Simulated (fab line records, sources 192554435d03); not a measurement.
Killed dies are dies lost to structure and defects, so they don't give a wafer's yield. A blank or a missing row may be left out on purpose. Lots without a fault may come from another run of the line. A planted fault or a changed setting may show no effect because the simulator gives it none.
Which tool did it? | flow n5_finfet | 24 lots, 72 wafers sampled, at 4 steps of a route of 1938

WHAT THE GAUGES READ, wafer by wafer
N5_BEOL_M11_CD_MEAS_35: target cd 70 nm. Usual: cd_nm 70.1 nm, standard deviation 0.57.
lot  | measured     | on        | cd_nm (nm)     | flag
L074 | day 10 11:51 | cd_sem-02 | 69.6 70.9 70.8 |
L075 | day 10 15:25 | cd_sem-02 | 71.4 70.1 70.4 |
L076 | day 10 21:10 | cd_sem-02 | 69.8 69.4 69.7 |
L077 | day 10 21:37 | cd_sem-01 | 71.2 69.8 71.2 |
L079 | day 11 10:19 | cd_sem-01 | 69.7 70.2 69.7 |
L078 | day 11 10:47 | cd_sem-03 | 69.4 69.1 69.7 |
L080 | day 11 19:41 | cd_sem-02 | 69.9 69.7 69.3 |
L081 | day 12 00:41 | cd_sem-02 | 70.0 69.7 70.5 |
L082 | day 12 02:38 | cd_sem-02 | 70.9 70.5 71.0 |
L083 | day 12 15:31 | cd_sem-02 | 70.1 70.2 70.1 |
L085 | day 12 18:11 | cd_sem-02 | 70.4 71.3 70.2 |
L084 | day 12 18:50 | cd_sem-02 | 70.6 70.6 70.2 |
L086 | day 13 18:28 | cd_sem-01 | 71.1 71.2 70.5 |
L087 | day 13 22:23 | cd_sem-03 | 69.0 70.1 69.4 |
L089 | day 14 03:23 | cd_sem-03 | 69.5 69.7 69.5 |
L088 | day 14 12:17 | cd_sem-01 | 70.2 69.9 69.7 |
L091 | day 14 17:52 | cd_sem-01 | 69.9 69.1 70.4 |
L090 | day 15 05:46 | cd_sem-01 | 69.6 70.1 71.1 |
L092 | day 16 00:05 | cd_sem-01 | 70.3 70.2 69.4 |
L093 | day 16 18:53 | cd_sem-03 | 69.2 69.5 69.6 |
L094 | day 17 04:34 | cd_sem-01 | 70.6 70.6 70.1 |
L096 | day 17 04:53 | cd_sem-02 | 70.4 70.5 70.2 |
L097 | day 18 03:19 | cd_sem-02 | 70.1 70.4 70.9 |
L095 | day 18 12:52 | cd_sem-02 | 69.6 69.7 71.2 |

N5_BEOL_M12_OVL_MEAS_29. Usual: M12_OVL -1 nm, standard deviation 6.
lot  | measured     | on         | M12_OVL (nm) | flag
L074 | day 10 18:28 | overlay-01 | 0 9 -6       |
L075 | day 10 20:26 | overlay-01 | 5 1 8        |
L076 | day 11 01:26 | overlay-01 | 0 -7 -9      |
L077 | day 11 01:53 | overlay-01 | -1 -3 -2     |
L079 | day 11 14:13 | overlay-02 | 3 5 5        |
L078 | day 11 14:35 | overlay-02 | 10 -1 0      |
L080 | day 11 23:44 | overlay-01 | -9 -3 -6     |
L081 | day 12 04:28 | overlay-01 | 0 2 4        |
L082 | day 12 07:22 | overlay-01 | -5 10 -7     |
L083 | day 12 19:11 | overlay-01 | 3 -2 -3      |
L085 | day 12 23:11 | overlay-01 | -2 -9 -5     |
L084 | day 12 23:41 | overlay-01 | -11 0 -10    |
L086 | day 13 22:11 | overlay-01 | 6 0 -5       |
L087 | day 14 02:43 | overlay-01 | -8 1 -1      |
L089 | day 14 07:55 | overlay-02 | -12 -6 -9    |
L088 | day 14 16:01 | overlay-02 | -8 6 -4      |
L091 | day 14 23:06 | overlay-01 | -4 -7 -10    |
L090 | day 15 10:37 | overlay-01 | 7 -5 3       |
L092 | day 16 04:19 | overlay-01 | -1 2 3       |
L093 | day 16 23:32 | overlay-02 | 0 -5 -8      |
L094 | day 17 08:34 | overlay-02 | 18 -3 13     |
L096 | day 17 10:02 | overlay-02 | -5 1 -7      |
L097 | day 18 08:52 | overlay-02 | -1 4 -11     |
L095 | day 18 18:59 | overlay-02 | -2 -8 -7     |

N5_BEOL_M13_THK_MEAS_01. Usual: M13_ILD_THK 835 nm, standard deviation 11.
lot  | measured     | on            | M13_ILD_THK (nm) | flag
L074 | day 10 22:54 | film_metro-02 | 819 822 830      |
L075 | day 10 23:10 | film_metro-01 | 824 824 828      |
L076 | day 11 04:45 | film_metro-01 | 835 824 847      |
L077 | day 11 04:54 | film_metro-01 | 819 831 839      |
L079 | day 11 17:56 | film_metro-01 | 819 813 825      |
L078 | day 11 18:20 | film_metro-01 | 836 828 836      |
L080 | day 12 03:02 | film_metro-01 | 835 813 834      |
L081 | day 12 06:49 | film_metro-01 | 843 856 850      |
L082 | day 12 09:46 | film_metro-02 | 813 827 860      |
L083 | day 12 22:43 | film_metro-02 | 845 852 828      |
L085 | day 13 02:08 | film_metro-01 | 830 849 837      |
L084 | day 13 02:32 | film_metro-01 | 848 850 840      |
L086 | day 14 03:28 | film_metro-02 | 841 823 852      |
L087 | day 14 07:32 | film_metro-01 | 820 825 828      |
L089 | day 14 13:40 | film_metro-01 | 840 837 839      |
L088 | day 14 19:47 | film_metro-02 | 820 836 839      |
L091 | day 15 02:05 | film_metro-02 | 845 827 838      |
L090 | day 15 14:58 | film_metro-01 | 837 833 852      |
L092 | day 16 08:23 | film_metro-02 | 829 823 851      |
L093 | day 17 05:42 | film_metro-01 | 832 850 838      |
L094 | day 17 13:20 | film_metro-01 | 826 845 856      |
L096 | day 17 14:45 | film_metro-02 | 829 840 838      |
L097 | day 18 20:27 | film_metro-02 | 822 818 829      |
L095 | day 19 00:51 | film_metro-01 | 820 829 839      |

WHICH TOOL RAN EACH LOT (tool, then ch and the chambers of the sampled wafers, then the start)
lot  | N5_BEOL_M11_ANNEAL_51
L074 | rtp_anneal-01 ch 0, day 10 16:02
L075 | rtp_anneal-01 ch 0, day 10 17:37
L076 | rtp_anneal-01 ch 0, day 10 22:55
L077 | rtp_anneal-01 ch 0, day 10 23:26
L079 | rtp_anneal-02 ch 0, day 11 11:58
L078 | rtp_anneal-02 ch 0, day 11 12:26
L080 | rtp_anneal-02 ch 0, day 11 21:16
L081 | rtp_anneal-01 ch 0, day 12 02:19
L082 | rtp_anneal-01 ch 0, day 12 05:04
L083 | rtp_anneal-01 ch 0, day 12 16:58
L085 | rtp_anneal-01 ch 0, day 12 20:58
L084 | rtp_anneal-01 ch 0, day 12 21:27
L086 | rtp_anneal-01 ch 0, day 13 19:46
L087 | rtp_anneal-01 ch 0, day 14 00:39
L089 | rtp_anneal-01 ch 0, day 14 05:26
L088 | rtp_anneal-02 ch 0, day 14 13:51
L091 | rtp_anneal-01 ch 0, day 14 20:49
L090 | rtp_anneal-02 ch 0, day 15 08:13
L092 | rtp_anneal-01 ch 0, day 16 01:46
L093 | rtp_anneal-02 ch 0, day 16 21:21
L094 | rtp_anneal-02 ch 0, day 17 06:14
L096 | rtp_anneal-02 ch 0, day 17 07:43
L097 | rtp_anneal-01 ch 0, day 18 06:29
L095 | rtp_anneal-02 ch 0, day 18 16:40
- N5_BEOL_M11_ANNEAL_51: time 90 s.

WHAT THE TOOLS THEMSELVES READ (means of the sampled wafers that have a number; where no wafer has one, the mark that the record gives instead)
N5_BEOL_M11_ANNEAL_51. Usual: wafer_temp_C_max 225.76, standard deviation 0.22.
lot  | tool          | wafer_temp_C_max | flag
L074 | rtp_anneal-01 | 225.72           |
L075 | rtp_anneal-01 | 225.51           |
L076 | rtp_anneal-01 | 225.81           |
L077 | rtp_anneal-01 | 225.82           |
L079 | rtp_anneal-02 | 225.71           |
L078 | rtp_anneal-02 | 225.85           |
L080 | rtp_anneal-02 | 225.70           |
L081 | rtp_anneal-01 | 225.80           |
L082 | rtp_anneal-01 | 225.71           |
L083 | rtp_anneal-01 | 225.92           |
L085 | rtp_anneal-01 | 226.01           |
L084 | rtp_anneal-01 | 226.04           |
L086 | rtp_anneal-01 | 225.68           |
L087 | rtp_anneal-01 | 225.94           |
L089 | rtp_anneal-01 | 225.75           |
L088 | rtp_anneal-02 | 225.77           |
L091 | rtp_anneal-01 | 225.97           |
L090 | rtp_anneal-02 | 225.63           |
L092 | rtp_anneal-01 | 225.69           |
L093 | rtp_anneal-02 | 225.56           |
L094 | rtp_anneal-02 | 225.69           |
L096 | rtp_anneal-02 | 225.84           |
L097 | rtp_anneal-01 | 225.68           |
L095 | rtp_anneal-02 | 225.57           |

THE ANSWER, worked out from the rows above alone
Rule: a lot is off if the mean of its wafers that have a number lies more than 3 standard deviations from the usual mean. A lot without any number at a reading at which 4 lots or more have one is off too. The other lots that the step has rows for count as sound. The gauges are gone through in route order, then the tools' own readings, and for those a lot's mean is taken as printed above. The first step at which some lot is off is used, and at that step the reading that is off furthest; a lot without a number counts as furthest.
No lot is off at any reading shown: from this, nothing can be told.

WHAT THE SIMULATOR HAD PUT IN
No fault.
